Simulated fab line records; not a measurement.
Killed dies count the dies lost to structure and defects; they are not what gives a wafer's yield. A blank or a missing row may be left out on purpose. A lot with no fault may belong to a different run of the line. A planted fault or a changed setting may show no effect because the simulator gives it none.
Split-lot experiment -- flow n5Finfet -- route with 1938 steps; 7 lots, 21 wafers read

== SPLIT DETAILS ==
At N5_BEOL_M11_COAT_05 (resist thk 90 nm), the setting spinRpm was moved away from the recipe's 1500 rpm on 2 of the 21 wafers read, by -8.8% to -8.0%. This setting was run at the recipe's value on the other wafers.

== FROM THE SPLIT TO THE READING: what the file shows between them, 5 steps ==
- N5_BEOL_M11_EXPOSE_08: exposes mask M11 (also split here: doseMj)
- N5_BEOL_M11_PEB_09: peb time 60 s
- N5_BEOL_M11_DEVELOP_10: develop time 30 s
- N5_BEOL_M11_CD_MEAS_11: target cd 64.1 nm
- N5_BEOL_M11_DESCUM_16: chemistry O2, time 7.9 s

== THE READING ==
CAR-ArF_of_BEOL_M11_COAT_05.thkNm (the simulator's own value, which no gauge read), in nm, at N5_BEOL_M11_ETCH_61 (etches SiARC in CF4, target depth 39 nm, time 65 s). The file gives no usual value for it. The 19 wafers here that ran the recipe average 55.5 nm, standard deviation 0.21 nm.

wafer,"tool, chamber at the split","spinRpm as run, rpm",against the recipe,"CAR-ArF_of_BEOL_M11_COAT_05.thkNm, nm",against lot-mates on the recipe
L077.2,"lithoTrack-04, 0",1500,recipe,55.4,-
L077.4,"lithoTrack-04, 0",1500,recipe,55.8,-
L077.5,"lithoTrack-04, 0",1500,recipe,55.4,-
L079.2,"lithoTrack-01, 0",1368,-8.8%,59.8,+4.1
L079.3,"lithoTrack-01, 0",1500,recipe,55.6,-
L079.6,"lithoTrack-01, 0",1500,recipe,55.8,-
L078.1,"lithoTrack-02, 0",1500,recipe,55.2,-
L078.2,"lithoTrack-02, 0",1500,recipe,55.4,-
L078.3,"lithoTrack-02, 0",1500,recipe,55.6,-
L081.3,"lithoTrack-01, 0",1500,recipe,55.4,-
L081.5,"lithoTrack-01, 0",1500,recipe,55.6,-
L081.6,"lithoTrack-01, 0",1500,recipe,55.6,-
L093.1,"lithoTrack-01, 0",1500,recipe,55.2,-
L093.3,"lithoTrack-01, 0",1500,recipe,55.2,-
L093.5,"lithoTrack-01, 0",1500,recipe,55.4,-
L096.1,"lithoTrack-04, 0",1500,recipe,55.4,-
L096.2,"lithoTrack-04, 0",1380,-8.0%,58.8,+3.6
L096.5,"lithoTrack-04, 0",1500,recipe,55,-
L095.1,"lithoTrack-02, 0",1500,recipe,55.6,-
L095.2,"lithoTrack-02, 0",1500,recipe,55.6,-
L095.5,"lithoTrack-02, 0",1500,recipe,55.6,-

FIT RESULTS
A straight line over all 21 wafers: CAR-ArF_of_BEOL_M11_COAT_05.thkNm changes by -0.459 nm for each +1% of spinRpm; r = -0.98; the points scatter about the line by 0.23 nm.
The same after taking each lot's own level away (the mean of its wafers on the recipe; 21 wafers): -0.459 nm for each +1%; r = -0.99; scatter 0.14 nm.
That fit puts the effect of the largest move of spinRpm on the reading at 4 nm.
From 55.20 to 55.70 nm: that is the span of the lots' own levels, equal to 2.4 times the standard deviation above.
The two slopes are in agreement: the lot-to-lot level therefore moves the slope only a little.
Check: +3.96 nm against its lot-mates is what the line predicts for one of the wafers moved furthest among these (-8.8%) when that wafer is left out of the fit. Against them it came out at +4.1 nm.

== FURTHER SPLITS ON THESE WAFERS ==
Note: prior to the reading, these wafers also went through further splits. Each is held against what the fit with the lots' levels taken away leaves over:
other split on the same wafers,wafers away from the commonest value,r with CAR-ArF_of_BEOL_M11_COAT_05.thkNm (lot level and that fit taken away)
N5_BEOL_M8_PECVD_70 tempC,7,+0.28
N5_BEOL_M9_ILD_DEP_00 timeS,7,-0.08
N5_BEOL_M9_ETCH_62 sourceW,7,+0.16
N5_BEOL_M10_PEB_26 pebTimeS,8,-0.09
N5_BEOL_M10_TRENCH_ETCH_37 biasW,8,+0.08
N5_BEOL_M11_EXPOSE_08 doseMj,11,+0.02

== THE WHOLE CHAIN: every reading that the file lists as answering this split, in the file's order ==
step,what it does,reading,change (the file's fit),r (the file's)
N5_BEOL_M11_COAT_05,resist thk 90 nm,"CAR-ArF_of_BEOL_M11_COAT_05.thkNm (the simulator's own value, which no gauge read)",-0.472 nm for each +1% of the setting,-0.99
N5_BEOL_M11_DEVELOP_10,develop time 30 s,"CAR-ArF_of_BEOL_M11_COAT_05.thkNm (the simulator's own value, which no gauge read)",-0.454 nm for each +1% of the setting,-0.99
N5_BEOL_M11_ETCH_61,"etches SiARC in CF4, target depth 39 nm, time 65 s","CAR-ArF_of_BEOL_M11_COAT_05.thkNm (the simulator's own value, which no gauge read)",-0.459 nm for each +1% of the setting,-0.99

== FILE'S OWN FIT ==
CAR-ArF_of_BEOL_M11_COAT_05.thkNm changes by -0.459 nm for each +1% of spinRpm, r = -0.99.
